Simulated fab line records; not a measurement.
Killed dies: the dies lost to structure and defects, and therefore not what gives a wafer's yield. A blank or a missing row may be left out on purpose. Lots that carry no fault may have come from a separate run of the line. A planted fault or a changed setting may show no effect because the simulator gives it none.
Chamber matching || flow nandHarc || NHARC_A_STAIRCASE_CMP_152 on cmp-02: 4 sister chambers
The step polishes. 4 wafers are shown with their chamber, then 11 later ones without.

## WAFERS PAIRED WITH THEIR CHAMBERS
{"wafer": "L085.5", "chamber": 2, "motorCurrentA (A)": 13.3}
{"wafer": "L086.1", "chamber": 1, "motorCurrentA (A)": 12.9}
{"wafer": "L086.6", "chamber": 3, "motorCurrentA (A)": 9.3}
{"wafer": "L090.1", "chamber": 0, "motorCurrentA (A)": 13.4}

## WAFERS MISSING THEIR CHAMBER
{"wafer": "L090.2", "motorCurrentA (A)": 9.6}
{"wafer": "L090.4", "motorCurrentA (A)": 13.1}
{"wafer": "L093.1", "motorCurrentA (A)": 13.1}
{"wafer": "L093.2", "motorCurrentA (A)": 13.1}
{"wafer": "L093.3", "motorCurrentA (A)": 9.7}
{"wafer": "L095.1", "motorCurrentA (A)": 12.9}
{"wafer": "L095.2", "motorCurrentA (A)": 12.2}
{"wafer": "L095.6", "motorCurrentA (A)": 12.3}
{"wafer": "L097.1", "motorCurrentA (A)": 9.5}
{"wafer": "L097.3", "motorCurrentA (A)": 13.3}
{"wafer": "L097.6", "motorCurrentA (A)": 13.3}

## THE CHAMBER EACH PASSED THROUGH
{"wafer": "L090.2", "from the rows above": 3, "in truth": 3}
{"wafer": "L090.4", "from the rows above": "can't be placed: 1 or 2 or 0", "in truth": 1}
{"wafer": "L093.1", "from the rows above": "can't be placed: 1 or 2 or 0", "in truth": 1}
{"wafer": "L093.2", "from the rows above": "can't be placed: 1 or 2 or 0", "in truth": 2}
{"wafer": "L093.3", "from the rows above": 3, "in truth": 3}
{"wafer": "L095.1", "from the rows above": "can't be placed: 1 or 2 or 0", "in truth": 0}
{"wafer": "L095.2", "from the rows above": "can't be placed: 1 or 2 or 0", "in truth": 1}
{"wafer": "L095.6", "from the rows above": "can't be placed: 1 or 2 or 0", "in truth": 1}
{"wafer": "L097.1", "from the rows above": 3, "in truth": 3}
{"wafer": "L097.3", "from the rows above": "can't be placed: 2 or 0 or 1", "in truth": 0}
{"wafer": "L097.6", "from the rows above": "can't be placed: 2 or 0 or 1", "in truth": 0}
Correctly placed: 3 of 11. From these rows, 8 cannot be placed; in 8 the true chamber is one of the candidates. Number placed wrongly: 0.
How it was worked out, from the rows above alone: a wafer's distance from a chamber is the root of the sum, over the readings, of the square of ((its reading less the chamber's mean) divided by the reading's scatter). If the next closest chamber is less than 2 further off than the closest, the wafer can't be placed; otherwise it belongs to the closest. The mean given for a chamber averages the wafers shown for that chamber. The scatter: root of mean squared gap, hidden wafer to nearest shown wafer, with one shown wafer a chamber.
